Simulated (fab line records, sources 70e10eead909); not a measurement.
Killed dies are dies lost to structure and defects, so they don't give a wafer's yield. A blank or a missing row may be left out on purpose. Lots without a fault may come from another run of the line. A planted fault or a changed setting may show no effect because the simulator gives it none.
Chamber matching | flow nand_harc | NHARC_A_STAIRCASE_ETCHBACK_157 on rie_diel-11: 4 sister chambers
The step etches the open film in CH3F/O2, target depth 90 nm, time 167.14 s. 16 wafers are shown with their chamber, then 8 later ones without.

WAFERS WITH THEIR CHAMBER
wafer  | chamber | showerhead_plenum_p_Torr (Torr) | drypump_motor_current_A (A) | rf_vpp_V (V)
L075.2 | 0       | 2.34                            | 5.8                         | 241.6
L075.3 | 1       | 2.62                            | 5.7                         | 248.0
L075.5 | 0       | 2.34                            | 5.8                         | 244.0
L081.1 | 2       | 2.64                            | 6.1                         | 247.4
L081.2 | 0       | 2.33                            | 5.8                         | 242.4
L081.4 | 3       | 2.30                            | 6.6                         | 241.0
L081.3 | 1       | 2.62                            | 5.7                         | 245.9
L081.5 | 3       | 2.30                            | 6.7                         | 240.9
L081.6 | 0       | 2.33                            | 5.8                         | 243.9
L084.1 | 3       | 2.30                            | 6.7                         | 242.3
L084.2 | 1       | 2.61                            | 5.7                         | 244.4
L084.6 | 0       | 2.33                            | 5.8                         | 241.6
L093.1 | 1       | 2.61                            | 5.7                         | 246.7
L093.2 | 2       | 2.63                            | 6.1                         | 245.7
L093.6 | 2       | 2.63                            | 6.1                         | 247.0
L092.1 | 3       | 2.29                            | 6.6                         | 241.0

SIGNATURES (means of the wafers above)
reading                  | chamber 0 | chamber 1 | chamber 2 | chamber 3 | scatter within a chamber
showerhead_plenum_p_Torr | 2.3340    | 2.6150    | 2.6333    | 2.2975    | 0.00549
drypump_motor_current_A  | 5.800     | 5.700     | 6.100     | 6.650     | 0.0289
rf_vpp_V                 | 242.700   | 246.250   | 246.700   | 241.300   | 1.13
Rule: a wafer's distance from a chamber is the root of the sum, over the readings, of the square of ((its reading less the chamber's mean) divided by the reading's scatter). The wafer belongs to the nearest chamber; if the next one is less than 2 further off, it can't be placed. The scatter: the root of (the sum of the squares of (reading less its chamber's mean) over the shown wafers, divided by (wafers less chambers)).

WAFERS WITHOUT THEIR CHAMBER
wafer  | showerhead_plenum_p_Torr (Torr) | drypump_motor_current_A (A) | rf_vpp_V (V)
L092.3 | 2.33                            | 5.8                         | 241.5
L092.4 | 2.63                            | 6.1                         | 246.1
L097.2 | 2.29                            | 6.6                         | 242.2
L097.4 | 2.60                            | 5.7                         | 245.8
L097.6 | 2.62                            | 6.1                         | 245.9
L094.1 | 2.60                            | 5.7                         | 247.2
L094.4 | 2.62                            | 6.1                         | 245.7
L094.6 | 2.60                            | 5.7                         | 246.2

WHICH CHAMBER EACH WENT THROUGH
wafer  | from the rows above | in truth
L092.3 | 0                   | 0
L092.4 | 2                   | 2
L097.2 | 3                   | 3
L097.4 | 1                   | 1
L097.6 | 2                   | 2
L094.1 | 1                   | 1
L094.4 | 2                   | 2
L094.6 | 1                   | 1
Placed correctly: 8 of 8. Can't be placed from these rows: 0. Placed wrongly: 0.
